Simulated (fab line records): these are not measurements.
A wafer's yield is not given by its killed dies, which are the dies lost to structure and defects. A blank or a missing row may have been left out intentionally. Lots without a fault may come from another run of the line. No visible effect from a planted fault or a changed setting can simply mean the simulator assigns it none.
fab line records	flow n5_finfet	part 1 of 2: steps 1 to 20 of 30
record: lots: 5	wafers: 15	last_day: 17
route steps=1938 shown BEOL_M9@1427
lots that met no fault: taken from a fault-free run of the same line
start_h: hours from the record's first day to the start of the lot's first wafer shown	wait_h: hours elapsed since this lot's preceding step	" identical to the entry in the row above	L1.1+2: a single row standing in for several wafers	- either no value or no given start	* or withheld: withheld	< > ~ a bound
route shown NAME@n: a module of which the file shows steps, and the number in the route of the first	usual: average and standard deviation across the fault-free wafers	same: alike in all rows	chamber/n: place in a boat	sites: readings site by site	_std_site: the values' standard deviation	_edge_site: outer sites' mean less inner sites'	radius_mm: how far each site lies from the wafer's centre	mask NAME#n: copy n	behind: the most recent tool/chamber to have shaped the wafer	hold: the reason the lot was held/the length of the hold in hours/how it ended	device: whichever transistor did not switch (one of n, p or np)	end of line: the route-end tests of the same wafers	where a step has no rows: the recipe by itself	killed: dies that structure and defects cost at the first sort, which is not the same as the wafer's yield	map: shows each die of a wafer: x if killed, . if not, _ if none is there
set.NAME: the setting as run; set.NAME@STEP: as run at that earlier step	model.NAME: the simulator's own value behind a step, which no gauge read
lots at some steps of the route; a table a step, a row a wafer
services: the hour from which a tool's chamber was out of use, counted from the record's first day as start_h (under 0 if before that day), plus the number of hours and why
== steps ==
step: N5_BEOL_M9_COAT_75
recipe: resist: underlayer	temp_c: 205	time_s: 60	spin_rpm: 1500	resist_thk_nm: 5
lot.wafer	tool	chamber	start_h	wait_h
L084.2+3+6	litho_track-03	0	-	-
L088.1+2+4	litho_track-04	0	-	-
L092.4+5+6	litho_track-03	0	-	-
L093.2+4+6	litho_track-03	0	-	-
L094.2+3+6	litho_track-03	0	-	-
step: N5_BEOL_M9_COAT_22
recipe: resist: CAR-EUV	spin_rpm: 1500	resist_thk_nm: 30
lot.wafer	tool	chamber	start_h	wait_h
L084.2+3+6	litho_track-03	0	-	-
L088.1+2+4	litho_track-04	0	-	-
L092.4+5+6	litho_track-03	0	-	-
L093.2+4+6	litho_track-03	0	-	-
L094.2+3+6	litho_track-03	0	-	-
step: N5_BEOL_M9_EBR_24
recipe: solvent: PGMEA	ebr_width_mm: 1.5
same: ebr_width_mm: 1.5
lot.wafer	tool	chamber	start_h	wait_h
L084.2+3+6	litho_track-03	0	-	-
L088.1+2+4	litho_track-04	0	-	-
L092.4+5+6	litho_track-03	0	-	-
L093.2+4+6	litho_track-03	0	-	-
L094.2+3+6	litho_track-03	0	-	-
step: N5_BEOL_M9_SOFTBAKE_23
recipe: temp_c: 110	time_s: 60	resist: CAR-EUV
lot.wafer	tool	chamber	start_h	wait_h
L084.2+3+6	litho_track-03	0	-	-
L088.1+2+4	litho_track-04	0	-	-
L092.4+5+6	litho_track-03	0	-	-
L093.2+4+6	litho_track-03	0	-	-
L094.2+3+6	litho_track-03	0	-	-
step: N5_BEOL_M9_EXPOSE_25
recipe: mask_id: V8	na: 0.33	source_shape: annular	sigma_inner: 0.4	sigma_outer: 0.8	polarization: unpolarized	dose_mj: 37.25
same: sigma_outer: 0.8
lot.wafer	tool	chamber	start_h	wait_h	mask
L084.2+3+6	euv_scanner-01	0	274.37	-	V8#0
L088.1+2+4	euv_scanner-01	0	299.30	-	V8#0
L092.4+5+6	euv_scanner-02	0	323.83	-	V8#0
L093.2+4+6	euv_scanner-01	0	343.05	-	V8#0
L094.2+3+6	euv_scanner-01	0	350.47	-	V8#0
step: N5_BEOL_M9_PEB_26
recipe: peb_temp_c: 100	peb_time_s: 60	resist: CAR-EUV
lot.wafer	tool	chamber	start_h	wait_h
L084.2+3+6	litho_track-04	0	274.43	0.0
L088.1+2+4	litho_track-03	0	299.36	0.1
L092.4+5+6	litho_track-03	0	323.88	0.0
L093.2+4+6	litho_track-02	0	343.11	0.0
L094.2+3+6	litho_track-02	0	350.53	0.0
step: N5_BEOL_M9_DEVELOP_27
recipe: develop_time_s: 30	developer: TMAH	resist: CAR-EUV	rinse_liquid: surfactant_rinse	dry: air_spin	dev_temp_c: 23
lot.wafer	tool	chamber	start_h	wait_h
L084.2+3+6	litho_track-04	0	-	-
L088.1+2+4	litho_track-03	0	-	-
L092.4+5+6	litho_track-03	0	-	-
L093.2+4+6	litho_track-02	0	-	-
L094.2+3+6	litho_track-02	0	-	-
step: N5_BEOL_M9_CD_MEAS_28
recipe: target_cd_nm: 70	landing_energy_ev: 500	detector: se_inlens	polarity: opening
usual: cd_nm: 70.05/0.22
lot.wafer	tool	chamber	start_h	wait_h	cd_nm
L084.2	cd_sem-01	0	274.50	-	70.10
L084.3	"	0	"	"	70.56
L084.6	"	0	"	"	70.23
L088.1	cd_sem-02	0	299.43	-	69.98
L088.2	"	0	"	"	69.88
L088.4	"	0	"	"	69.96
L092.4	cd_sem-03	0	323.94	-	70.36
L092.5	"	0	"	"	70.28
L092.6	"	0	"	"	70.13
L093.2	cd_sem-02	0	343.18	-	69.79
L093.4	"	0	"	"	69.86
L093.6	"	0	"	"	69.99
L094.2	cd_sem-03	0	350.60	-	69.88
L094.3	"	0	"	"	70.09
L094.6	"	0	"	"	70.35
step: N5_BEOL_M9_OVL_MEAS_29
recipe: points_per_wafer: 522
usual: V8_OVL: -0.7/0.77
lot.wafer	tool	chamber	start_h	wait_h	V8_OVL[nm]
L084.2	overlay-01	0	274.53	0.0	-0.6
L084.3	"	0	"	"	-1.0
L084.6	"	0	"	"	-0.2
L088.1	overlay-01	0	299.46	0.0	-1.1
L088.2	"	0	"	"	0.0
L088.4	"	0	"	"	-0.3
L092.4	overlay-01	0	323.99	0.0	0.3
L092.5	"	0	"	"	-0.3
L092.6	"	0	"	"	0.2
L093.2	overlay-02	0	343.21	0.0	-1.3
L093.4	"	0	"	"	-1.6
L093.6	"	0	"	"	-1.0
L094.2	overlay-02	0	350.63	0.0	0.1
L094.3	"	0	"	"	-0.2
L094.6	"	0	"	"	-0.3
step: N5_BEOL_M9_INSPECT_30
recipe: mode: adi	inspect_instrument: brightfield
usual: raw_defect_count: 401/88
lot.wafer	tool	chamber	start_h	wait_h	raw_defect_count
L084.2	defect_inspect-02	-	274.59	0.0	503
L084.3	"	-	"	"	460
L084.6	"	-	"	"	514
L088.1	defect_inspect-01	-	299.52	0.1	470
L088.2	"	-	"	"	653
L088.4	"	-	"	"	601
L092.4	defect_inspect-02	-	324.03	0.0	371
L092.5	"	-	"	"	455
L092.6	"	-	"	"	360
L093.2	defect_inspect-02	-	343.27	0.0	315
L093.4	"	-	"	"	288
L093.6	"	-	"	"	417
L094.2	defect_inspect-01	-	350.69	0.0	283
L094.3	"	-	"	"	565
L094.6	"	-	"	"	408
step: N5_BEOL_M9_DESCUM_33
recipe: chemistry: O2	time_s: 7	source_power_w: 50	bias_power_w: 20	pressure_mtorr: 20	rf_frequency_hz: 2.712e+07	temp_c: 40	resist: CAR-EUV	o2_flow_sccm: 225
usual: bias_power_w: 20.00/0.06	drypump_motor_current_A: 5.43/0.29	oes_product_au: 0.80/0.099	rf_fwd_power_W: 49.34/0.27	rf_vpp_V: 243.4/1.1	showerhead_plenum_p_Torr: 2.11/0.05	throttle_valve_pct: 20.36/0.24
lot.wafer	tool	chamber	start_h	wait_h	bias_power_w	drypump_motor_current_A	oes_product_au	rf_fwd_power_W	rf_hours_counter_h	rf_vpp_V	showerhead_plenum_p_Torr	throttle_valve_pct
L084.2	rie_diel-05	0	275.24	0.6	19.92	5.00	0.94	49.37	18	243.8	2.12	20.27
L084.3	"	1	"	"	20.07	5.46	0.87	49.01	53	242.6	2.04	20.07
L084.6	"	1	"	"	19.97	5.48	0.87	49.23	-	242.0	2.04	20.08
L088.1	rie_diel-06	2	299.55	0.0	20.02	5.88	0.72	49.05	223	242.1	2.08	20.85
L088.2	"	3	"	"	20.06	5.30	0.69	49.47	204	242.1	2.08	20.70
L088.4	"	2	"	"	20.12	5.91	0.72	49.07	-	242.1	2.08	20.87
L092.4	rie_diel-06	2	324.06	0.0	20.06	5.89	0.71	49.02	229	242.1	2.07	20.86
L092.5	"	0	"	"	20.07	5.10	0.71	48.75	-	244.5	2.18	20.45
L092.6	"	1	"	"	20.07	5.42	0.89	49.05	-	244.2	2.12	20.14
L093.2	rie_diel-06	1	343.30	0.0	19.95	5.45	0.87	48.67	43	243.7	2.12	20.14
L093.4	"	3	"	"	20.03	5.32	0.67	49.69	216	243.0	2.07	20.72
L093.6	"	1	"	"	19.99	5.44	0.88	48.88	-	243.8	2.12	20.14
L094.2	rie_diel-05	2	350.72	0.0	20.06	5.69	0.86	49.76	52	242.9	2.12	20.17
L094.3	"	3	"	"	20.02	5.32	0.69	49.64	216	243.0	2.06	20.54
L094.6	"	0	"	"	19.96	5.01	0.92	49.60	-	243.5	2.11	20.30
step: N5_BEOL_M9_ETCH_76
recipe: chemistry: N2/H2	target: underlayer	target_depth_a: 65	mask_material: CAR-EUV	time_s: 5.2	ion_energy_ev: 200	pressure_mtorr: 30	source_w: 840	bias_w: 150	n2_flow_sccm: 200	h2_flow_sccm: 200	ends: cleared
usual: drypump_motor_current_A: 5.43/0.29	etch_rf_on_time_s: 5.17/0.12	oes_product_au: 0.68/0.083	rf_fwd_power_W: 819.6/2.3	rf_vpp_V: 524.5/2.2	showerhead_plenum_p_Torr: 2.57/0.063	throttle_valve_pct: 17.9/0.3
lot.wafer	tool	chamber	start_h	wait_h	drypump_motor_current_A	etch_rf_on_time_s	oes_product_au	rf_fwd_power_W	rf_hours_counter_h	rf_vpp_V	showerhead_plenum_p_Torr	throttle_valve_pct
L084.2	rie_diel-05	0	275.27	0.0	5.03	5.22	0.81	819.5	18	524.8	2.62	17.9
L084.3	"	1	"	"	5.45	5.13	0.74	817.7	53	522.5	2.48	17.4
L084.6	"	1	"	"	5.45	5.15	0.75	819.9	-	520.8	2.48	17.4
L088.1	rie_diel-06	2	299.59	0.0	5.92	5.22	0.61	815.9	223	524.1	2.54	18.5
L088.2	"	3	"	"	5.32	5.25	0.59	819.6	204	524.5	2.53	18.2
L088.4	"	2	"	"	5.89	5.19	0.61	817.3	-	523.5	2.54	18.5
L092.4	rie_diel-06	2	324.10	0.0	5.90	5.17	0.61	818.8	229	525.3	2.54	18.5
L092.5	"	0	"	"	5.06	4.99	0.61	817.1	-	526.4	2.65	18.0
L092.6	"	1	"	"	5.46	5.03	0.74	821.8	-	525.5	2.59	17.6
L093.2	rie_diel-06	1	343.33	0.0	5.47	5.08	0.74	819.1	43	526.2	2.59	17.6
L093.4	"	3	"	"	5.30	5.31	0.58	820.1	216	522.5	2.52	18.2
L093.6	"	1	"	"	5.45	5.08	0.74	820.0	-	525.8	2.59	17.6
L094.2	rie_diel-05	2	350.76	0.0	5.70	4.90	0.76	820.2	52	526.1	2.58	17.7
L094.3	"	3	"	"	5.33	5.19	0.59	819.3	216	521.7	2.51	18.1
L094.6	"	0	"	"	5.06	5.17	0.76	819.3	-	524.7	2.61	17.9
step: N5_BEOL_M9_ETCH_65
recipe: chemistry: CF4	target: SiARC	target_depth_a: 156	mask_material: CAR-EUV	time_s: 26	ion_energy_ev: 80	pressure_mtorr: 40	source_w: 545	bias_w: 36	Ar_flow_sccm: 100	cf4_flow_sccm: 100	ends: cleared
usual: drypump_motor_current_A: 5.43/0.29	etch_rf_on_time_s: 25.9/0.56	oes_product_au: 0.68/0.083	rf_fwd_power_W: 532.3/2.1	rf_vpp_V: 184.3/1	showerhead_plenum_p_Torr: 2.16/0.054	throttle_valve_pct: 15.56/0.24
lot.wafer	tool	chamber	start_h	wait_h	drypump_motor_current_A	etch_rf_on_time_s	oes_product_au	rf_fwd_power_W	rf_hours_counter_h	rf_vpp_V	showerhead_plenum_p_Torr	throttle_valve_pct
L084.2	rie_diel-05	0	275.29	0.0	5.00	25.9	0.81	531.9	18	186.6	2.19	15.54
L084.3	"	1	"	"	5.47	26.2	0.74	530.7	53	184.6	2.08	15.20
L084.6	"	1	"	"	5.45	25.9	0.74	532.5	-	183.7	2.08	15.18
L088.1	rie_diel-06	2	299.60	0.0	5.91	26.0	0.61	531.3	223	184.4	2.12	16.03
L088.2	"	3	"	"	5.32	26.5	0.59	534.3	204	183.2	2.13	15.89
L088.4	"	2	"	"	5.90	25.9	0.61	535.8	-	184.1	2.12	16.03
L092.4	rie_diel-06	2	324.11	0.0	5.89	26.0	0.62	530.5	229	183.1	2.12	16.03
L092.5	"	0	"	"	5.11	25.4	0.61	530.2	-	184.1	2.21	15.60
L092.6	"	1	"	"	5.43	25.5	0.75	531.1	-	184.6	2.18	15.43
L093.2	rie_diel-06	1	343.35	0.0	5.45	25.4	0.74	533.0	43	183.7	2.18	15.44
L093.4	"	3	"	"	5.33	25.9	0.59	538.6	216	186.3	2.13	15.91
L093.6	"	1	"	"	5.47	25.3	0.74	531.8	-	183.8	2.18	15.43
L094.2	rie_diel-05	2	350.77	0.0	5.70	24.7	0.76	530.4	52	184.3	2.18	15.33
L094.3	"	3	"	"	5.31	26.3	0.58	534.1	216	183.5	2.11	15.72
L094.6	"	0	"	"	5.01	26.0	0.76	537.2	-	183.7	2.18	15.60
step: N5_BEOL_M9_ETCH_66
recipe: chemistry: N2/H2	target: SOC	target_depth_a: 800	overetch_a: 160	mask_material: SiARC	temp_c: 40	time_s: 120	ion_energy_ev: 200	pressure_mtorr: 30	source_w: 840	bias_w: 150	n2_flow_sccm: 200	h2_flow_sccm: 200
usual: drypump_motor_current_A: 5.43/0.29	oes_product_au: 0.61/0.069	rf_fwd_power_W: 836/3	rf_vpp_V: 524.5/1.8	showerhead_plenum_p_Torr: 2.57/0.063	throttle_valve_pct: 17.81/0.3
lot.wafer	tool	chamber	start_h	wait_h	drypump_motor_current_A	oes_product_au	rf_fwd_power_W	rf_hours_counter_h	rf_vpp_V	showerhead_plenum_p_Torr	throttle_valve_pct
L084.2	rie_diel-05	0	275.31	0.0	5.02	0.72	835	18	524.9	2.62	17.86
L084.3	"	1	"	"	5.48	0.66	832	53	523.2	2.48	17.41
L084.6	"	1	"	"	5.45	0.67	832	-	521.7	2.48	17.41
L088.1	rie_diel-06	2	299.63	0.0	5.91	0.56	840	223	522.5	2.54	18.50
L088.2	"	3	"	"	5.34	0.53	839	204	523.1	2.53	18.11
L088.4	"	2	"	"	5.90	0.56	836	-	523.2	2.54	18.50
L092.4	rie_diel-06	2	324.14	0.0	5.91	0.55	840	229	524.2	2.53	18.48
L092.5	"	0	"	"	5.10	0.54	835	-	526.8	2.65	17.92
L092.6	"	1	"	"	5.44	0.66	832	-	525.0	2.59	17.56
L093.2	rie_diel-06	1	343.38	0.0	5.43	0.66	837	43	525.8	2.59	17.57
L093.4	"	3	"	"	5.37	0.52	837	216	522.2	2.52	18.15
L093.6	"	1	"	"	5.45	0.65	835	-	523.1	2.59	17.57
L094.2	rie_diel-05	2	350.80	0.0	5.72	0.65	837	52	525.5	2.59	17.69
L094.3	"	3	"	"	5.31	0.54	839	216	523.2	2.51	18.04
L094.6	"	0	"	"	5.04	0.69	838	-	525.8	2.61	17.92
step: N5_BEOL_M9_STRIP_69
recipe: chemistry: N2/H2	temp_c: 40	n2_flow_sccm: 200	h2_flow_sccm: 200	rf_frequency_hz: 6e+07
lot.wafer	tool	chamber	start_h	wait_h
L084.2+3+6	rie_diel-05	0,1,1	275.40	0.0
L088.1+2+4	rie_diel-06	2,3,2	299.71	0.0
L092.4+5+6	rie_diel-06	2,0,1	324.22	0.0
L093.2+4+6	rie_diel-06	1,3,1	343.46	0.0
L094.2+3+6	rie_diel-05	2,3,0	350.88	0.0
step: N5_BEOL_M9_STRIP_77
recipe: chemistry: N2/H2	temp_c: 40	n2_flow_sccm: 200	h2_flow_sccm: 200	rf_frequency_hz: 6e+07
lot.wafer	tool	chamber	start_h	wait_h
L084.2+3+6	rie_diel-05	0,1,1	275.41	0.0
L088.1+2+4	rie_diel-06	2,3,2	299.72	0.0
L092.4+5+6	rie_diel-06	2,0,1	324.23	0.0
L093.2+4+6	rie_diel-06	1,3,1	343.47	0.0
L094.2+3+6	rie_diel-05	2,3,0	350.89	0.0
step: N5_BEOL_M9_VIA_ETCH_34
recipe: chemistry: C4F6/O2	target: SiCOH_lowk	target_depth_a: 1824	mask_material: SOC	taper_deg: 4	time_s: 68.4	ion_energy_ev: 250	pressure_mtorr: 30	source_w: 345	bias_w: 185	Ar_flow_sccm: 300	C4F6_flow_sccm: 10	O2_flow_sccm: 10
usual: C4F6_flow_sccm: 9.995/0.029	drypump_motor_current_A: 5.43/0.29	oes_product_au: 0.80/0.096	rf_fwd_power_W: 342.2/1.3	rf_vpp_V: 667/8.9	showerhead_plenum_p_Torr: 2.87/0.074	throttle_valve_pct: 20.88/0.21
lot.wafer	tool	chamber	start_h	wait_h	C4F6_flow_sccm	drypump_motor_current_A	oes_product_au	rf_fwd_power_W	rf_hours_counter_h	rf_vpp_V	showerhead_plenum_p_Torr	throttle_valve_pct
L084.2	rie_diel-05	0	275.42	0.0	10.005	5.00	0.94	343.8	18	658	2.91	20.91
L084.3	"	1	"	"	9.952	5.44	0.88	341.5	53	666	2.77	20.48
L084.6	"	1	"	"	9.968	5.45	0.88	340.0	-	666	2.77	20.49
L088.1	rie_diel-06	2	299.73	0.0	10.007	5.90	0.72	341.8	223	663	2.81	21.23
L088.2	"	3	"	"	10.014	5.31	0.70	343.4	204	685	2.82	21.13
L088.4	"	2	"	"	10.016	5.88	0.72	341.4	-	666	2.81	21.24
L092.4	rie_diel-06	2	324.24	0.0	9.964	5.90	0.71	343.9	229	664	2.80	21.24
L092.5	"	0	"	"	10.003	5.07	0.72	341.0	-	676	2.95	20.89
L092.6	"	1	"	"	9.990	5.45	0.88	341.2	-	664	2.91	20.79
L093.2	rie_diel-06	1	343.48	0.0	9.971	5.40	0.86	341.6	43	663	2.91	20.81
L093.4	"	3	"	"	10.068	5.35	0.68	343.3	216	685	2.82	21.15
L093.6	"	1	"	"	9.988	5.43	0.86	343.0	-	663	2.91	20.80
L094.2	rie_diel-05	2	350.90	0.0	9.972	5.66	0.88	343.3	52	654	2.91	20.80
L094.3	"	3	"	"	10.066	5.29	0.69	341.3	216	669	2.81	21.05
L094.6	"	0	"	"	9.982	5.01	0.91	341.3	-	658	2.90	20.95
step: N5_BEOL_M9_STRIP_73
recipe: chemistry: C4F6/O2	resist: SiARC	rf_frequency_hz: 6e+07
lot.wafer	tool	chamber	start_h	wait_h
L084.2+3+6	rie_diel-05	0,1,1	275.47	0.0
L088.1+2+4	rie_diel-06	2,3,2	299.78	0.0
L092.4+5+6	rie_diel-06	2,0,1	324.29	0.0
L093.2+4+6	rie_diel-06	1,3,1	343.53	0.0
L094.2+3+6	rie_diel-05	2,3,0	350.95	0.0
step: N5_BEOL_M9_STRIP_36
recipe: chemistry: N2/H2	power_w: 450	temp_c: 40	pressure_mtorr: 20	rf_frequency_hz: 6e+07	overash_fraction: 0.3	bias_power_w: 7	h2_frac: 0.5	n2_flow_sccm: 200	h2_flow_sccm: 200
usual: bias_power_w: 6.999/0.02	drypump_motor_current_A: 5.43/0.29	oes_product_au: 0.80/0.098	rf_vpp_V: 59.2/1.5	showerhead_plenum_p_Torr: 2.57/0.063	throttle_valve_pct: 23.7/0.39
same: overash_fraction: 0.3
lot.wafer	tool	chamber	start_h	wait_h	bias_power_w	drypump_motor_current_A	oes_product_au	rf_hours_counter_h	rf_vpp_V	showerhead_plenum_p_Torr	throttle_valve_pct
L084.2	rie_diel-05	0	275.48	0.0	6.998	4.99	0.94	18	57.1	2.62	23.8
L084.3	"	1	"	"	6.982	5.45	0.88	53	62.7	2.47	23.3
L084.6	"	1	"	"	6.957	5.44	0.87	-	57.7	2.47	23.2
L088.1	rie_diel-06	2	299.79	0.0	6.989	5.91	0.71	223	56.8	2.53	24.6
L088.2	"	3	"	"	6.999	5.32	0.69	204	56.8	2.52	24.0
L088.4	"	2	"	"	6.986	5.91	0.72	-	59.6	2.53	24.5
L092.4	rie_diel-06	2	324.30	0.0	7.005	5.91	0.72	229	62.2	2.53	24.5
L092.5	"	0	"	"	7.013	5.08	0.72	-	57.9	2.65	23.7
L092.6	"	1	"	"	7.026	5.48	0.90	-	59.9	2.59	23.3
L093.2	rie_diel-06	1	343.54	0.0	6.982	5.42	0.87	43	61.2	2.59	23.3
L093.4	"	3	"	"	6.967	5.33	0.67	216	60.4	2.52	24.0
L093.6	"	1	"	"	7.007	5.48	0.87	-	59.0	2.59	23.3
L094.2	rie_diel-05	2	350.96	0.0	7.016	5.68	0.85	52	58.3	2.58	23.7
L094.3	"	3	"	"	7.019	5.33	0.70	216	59.8	2.50	23.9
L094.6	"	0	"	"	6.971	5.00	0.90	-	60.1	2.61	23.8
step: N5_BEOL_M9_TRENCH_ETCH_37
recipe: chemistry: C4F6/O2	target_depth_a: 1514.3	target: SiCOH_lowk	time_s: 49	ion_energy_ev: 250	pressure_mtorr: 30	source_w: 345	bias_w: 185	Ar_flow_sccm: 300	C4F6_flow_sccm: 10	O2_flow_sccm: 10
usual: C4F6_flow_sccm: 10.00/0.03	drypump_motor_current_A: 5.43/0.29	oes_product_au: 0.80/0.097	rf_fwd_power_W: 341.3/1.7	rf_vpp_V: 667/9	showerhead_plenum_p_Torr: 2.87/0.074	throttle_valve_pct: 20.90/0.21
lot.wafer	tool	chamber	start_h	wait_h	C4F6_flow_sccm	drypump_motor_current_A	oes_product_au	rf_fwd_power_W	rf_hours_counter_h	rf_vpp_V	showerhead_plenum_p_Torr	throttle_valve_pct
L084.2	rie_diel-05	0	-	-	9.97	5.00	0.95	341.3	18	659	2.91	20.93
L084.3	"	1	"	"	10.03	5.44	0.88	338.5	53	665	2.77	20.49
L084.6	"	1	"	"	9.99	5.44	0.88	338.9	-	667	2.77	20.50
L088.1	rie_diel-06	2	-	-	10.05	5.90	0.71	341.6	223	663	2.81	21.25
L088.2	"	3	"	"	10.00	5.33	0.68	341.5	204	685	2.82	21.15
L088.4	"	2	"	"	10.01	5.90	0.72	342.4	-	663	2.81	21.25
L092.4	rie_diel-06	2	-	-	10.05	5.88	0.71	339.7	229	663	2.80	21.26
L092.5	"	0	"	"	9.97	5.12	0.72	339.3	-	675	2.95	20.91
L092.6	"	1	"	"	9.98	5.48	0.88	338.2	-	663	2.91	20.81
L093.2	rie_diel-06	1	-	-	10.06	5.44	0.86	339.1	43	665	2.91	20.82
L093.4	"	3	"	"	9.95	5.36	0.68	342.2	216	686	2.82	21.17
L093.6	"	1	"	"	10.02	5.43	0.86	338.8	-	664	2.91	20.81
L094.2	rie_diel-05	2	-	-	10.02	5.69	0.87	343.3	52	656	2.91	20.83
L094.3	"	3	"	"	10.01	5.32	0.68	342.4	216	670	2.81	21.07
L094.6	"	0	"	"	9.97	5.03	0.90	342.1	-	657	2.90	20.97
